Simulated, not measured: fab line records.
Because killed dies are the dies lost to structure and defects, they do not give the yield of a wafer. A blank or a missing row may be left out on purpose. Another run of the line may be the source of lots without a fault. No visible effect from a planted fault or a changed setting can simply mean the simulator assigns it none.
Comparing a struck lot with a sound one	flow n5 finfet	25 out of 1938 route steps
Sound: the wafers L356.1, L356.4, L356.6. The struck wafers were L362.1, L362.4, L362.5. The cause comes at the end.
At each step with rows: each side's tool, then ch and its chambers, then its first start. Under that, the readings that differ: sound wafers	struck wafers	difference of the means	sigmas: that difference in standard deviations of wafers without a fault.
alike: words and numbers the same on both sides, and readings whose means are apart by under 2 such deviations; not compared: readings that were withheld, readings missing a value for some wafer, numbers with overlapping values and no deviation given by the record, and bounds like >300 which may hide the same value.
A row with sigmas, a row that says differs or no value, or rows on one side alone: a step with any of these is where the two part. Non-overlapping numbers with no deviation appear without sigmas and do not part them. A reading that every wafer of one side lacks parts them only if that side has two wafers or more.

first, 5 steps without rows for these wafers: N5_BEOL_M0_SAQP_EBR_10; N5_BEOL_M0_SAQP_SOFTBAKE_09 (time 60 s); N5_BEOL_M0_SAQP_EXPOSE_11 (exposes mask M0 CORE, target cd 42 nm); N5_BEOL_M0_SAQP_PEB_12 (peb time 60 s); N5_BEOL_M0_SAQP_DEVELOP_13 (develop time 30 s).
N5_BEOL_M0_SAQP_CD_MEAS_14 targets a cd of 42.5 nm.
  sound on cd sem-01 ch 0, day 5 14:31; struck on cd sem-02 ch 0, day 7 00:48
  alike: cd nm
N5_BEOL_M0_SAQP_OVL_MEAS_15:
  sound on overlay-02 ch 0, day 5 14:33; struck on overlay-02 ch 0, day 7 00:50
  alike: M0_CORE_OVL
N5_BEOL_M0_SAQP_INSPECT_16: inspects for defects (brightfield).
  sound on defect inspect-02, day 5 14:35; struck on defect inspect-02, day 7 00:52
  alike: raw defect count
N5_BEOL_M0_SAQP_DESCUM_19: chemistry O2, time 7.9 s.
  sound on rie diel-05 ch 0,2, day 5 14:37; struck on rie diel-01 ch 1,2, day 7 01:22
  alike: drypump motor current A, oes product au, rf vpp V, showerhead plenum p Torr, throttle valve pct
  not compared: rf hours counter h
N5_BEOL_M0_SAQP_ETCH_83: etches SiARC in CF4, target depth 39 nm, time 65 s.
  sound on rie diel-05 ch 0,2, day 5 14:38; struck on rie diel-01 ch 1,2, day 7 01:24
  alike: drypump motor current A, etch rf on time s, oes product au, rf vpp V, showerhead plenum p Torr, throttle valve pct
  not compared: rf hours counter h
then, 2 steps without rows for these wafers: N5_BEOL_M0_SAQP_ETCH_84 (etches SOC in N2/H2, target depth 100 nm, overetch 20 nm, time 150 s); N5_BEOL_M0_SAQP_STRIP_80 (strips in N2/H2).
N5_BEOL_M0_SAQP_HM_OPEN_112: chemistry CHF3/O2, target SiO2, stops on a-Si, target depth 12 nm, time 13.5 s.
  sound on rie diel-05 ch 0,2, day 5 14:48; struck on rie diel-01 ch 1,2, day 7 01:34
  no value came back on the struck wafers for any of 8 readings (CHF3_flow_sccm (sccm), O2_flow_sccm (sccm) and others); on the sound wafers CHF3_flow_sccm (sccm) reads 50.06 49.74 50.08
reading	sound	struck	difference	sigmas
model.SiARC_of_BEOL_M0_SAQP_COAT_82.thk nm (nm)	4.4 6 6.2	24.4 24.4 24.6	+18.9	
  not compared: rf hours counter h
then, 1 step without rows for these wafers: N5_BEOL_M0_SAQP_STRIP_113 (strips in CHF3/O2).
N5_BEOL_M0_SAQP_MANDREL_ETCH_20: etches a-Si in HBr/Cl2, stops on SiNx, target depth 60 nm, bt time 10 s, time 30 s.
  sound on rie si-03 ch 1,2,3, day 5 14:53; struck on rie si-02 ch 0,2, day 7 01:38
reading	sound	struck	difference	sigmas
oes product au (a.u.)	0.769 0.794 0.777	0.321 0.335 0.336	-0.449	-41
throttle valve pct (%)	34.89 35.25 35.28	36.34 36.33 35.63	+0.96	+4
  alike: drypump motor current A
  not compared: rf hours counter h
N5_BEOL_M0_SAQP_STRIP_86: strips in N2/H2.
  sound on rie diel-01 ch 0,2,3, day 5 14:59; struck on rie diel-05 ch 1,3, day 7 01:44
  alike: drypump motor current A, h2 flow sccm, oes product au, rf vpp V, showerhead plenum p Torr, throttle valve pct
  not compared: rf hours counter h
then, 2 steps without rows for these wafers: N5_BEOL_M0_SAQP_STRIP_115 (strips in post etch residue remover, time 60 s); N5_BEOL_M0_SAQP_SRD_93 (time 30 s).
N5_BEOL_M0_SAQP_RECESS_114: chemistry HF/NH3, target SiO2, target depth 14.4 nm, afs cycles 3, sublimation time 60 s.
  sound on vapor etch-02 ch 0,1, day 5 15:16; struck on vapor etch-01 ch 1, day 7 01:52
reading	sound	struck	difference	sigmas
drypump motor current A (A)	5.30 5.33 5.50	5.71 5.71 5.71	+0.33	+3
then, 1 step without rows for these wafers: N5_BEOL_M0_SAQP_SPACER1_ALD_98 (deposits SiO2, target thk 12.8 nm, pulse time 1 s, purge time 2 s).
N5_BEOL_M0_SAQP_SPACER1_ETCHBACK_99: etches SiO2 in CHF3/O2, target depth 15.4 nm, time 7.7 s.
  sound on rie diel-05 ch 0,1,3, day 5 16:22; struck on rie diel-04 ch 0,1, day 7 03:01
  alike: drypump motor current A, oes_f_703_au, oes product au, rf vpp V, showerhead plenum p Torr, throttle valve pct
  not compared: rf hours counter h
N5_BEOL_M0_SAQP_MANDREL1_REMOVE_100: chemistry HBr/Cl2/O2, target a-Si, stops on SiNx, bt time 10 s.
  sound on rie si-02 ch 2,3, day 5 16:28; struck on rie si-01 ch 0,1,3, day 7 03:06
reading	sound	struck	difference	sigmas
oes product au (a.u.)	1.004 0.996 1.004	0.380 0.375 0.379	-0.623	-48
  alike: drypump motor current A, throttle valve pct
  not compared: rf hours counter h
N5_BEOL_M0_SAQP_CD_MEAS_25 targets a cd of 13.1 nm.
  sound on cd sem-01 ch 0, day 5 16:34; struck on cd sem-02 ch 0, day 7 03:13
reading	sound	struck	difference	sigmas
cd nm (nm)	12.47 12.70 12.83	- - -	no value on the struck wafers	
then, 1 step without rows for these wafers: N5_BEOL_M0_SAQP_ETCH_101 (etches SiNx in CH3F/O2, target depth 29.9 nm, time 42.7 s).
N5_BEOL_M4_RC_MEAS_101:
  the record has rows for the sound wafers here (prober-01 ch 0, day 8 07:57) and none for the struck ones

WHERE THEY PART
At N5_BEOL_M0_SAQP_HM_OPEN_112 first; at N5_BEOL_M4_RC_MEAS_101 last (within this record only).

WHY: what had been put in by the simulator
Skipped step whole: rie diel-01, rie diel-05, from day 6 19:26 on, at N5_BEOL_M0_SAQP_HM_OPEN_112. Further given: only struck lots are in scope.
